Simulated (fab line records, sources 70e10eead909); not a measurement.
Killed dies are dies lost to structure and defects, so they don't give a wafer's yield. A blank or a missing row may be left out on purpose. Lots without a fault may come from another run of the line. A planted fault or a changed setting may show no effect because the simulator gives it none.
Chamber matching | flow nand_harc | NHARC_P_M0_PRE_CLEAN_31 on pecvd-01: 3 sister chambers
The step time 12 s. 3 wafers are shown with their chamber, then 7 later ones without.

WAFERS WITH THEIR CHAMBER
wafer  | chamber | heater_power_w (W)
L083.4 | 0       | 726
L089.2 | 2       | 517
L089.3 | 1       | 657

WAFERS WITHOUT THEIR CHAMBER
wafer  | heater_power_w (W)
L089.6 | 510
L095.1 | 628
L095.2 | 721
L095.5 | 613
L094.1 | 645
L094.2 | 679
L094.5 | 513

WHICH CHAMBER EACH WENT THROUGH
wafer  | from the rows above     | in truth
L089.6 | 2                       | 2
L095.1 | 1                       | 1
L095.2 | 0                       | 0
L095.5 | 1                       | 1
L094.1 | 1                       | 1
L094.2 | can't be placed: 1 or 0 | 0
L094.5 | 2                       | 2
Placed correctly: 6 of 7. Can't be placed from these rows: 1 (the true chamber is among the candidates in 1). Placed wrongly: 0.
How it was worked out, from the rows above alone: a wafer's distance from a chamber is the root of the sum, over the readings, of the square of ((its reading less the chamber's mean) divided by the reading's scatter). The wafer belongs to the nearest chamber; if the next one is less than 2 further off, it can't be placed. A chamber's mean is the mean of its shown wafers. The scatter: with one shown wafer a chamber, the root of the mean of the squares of how far each hidden wafer lies from its nearest shown one.
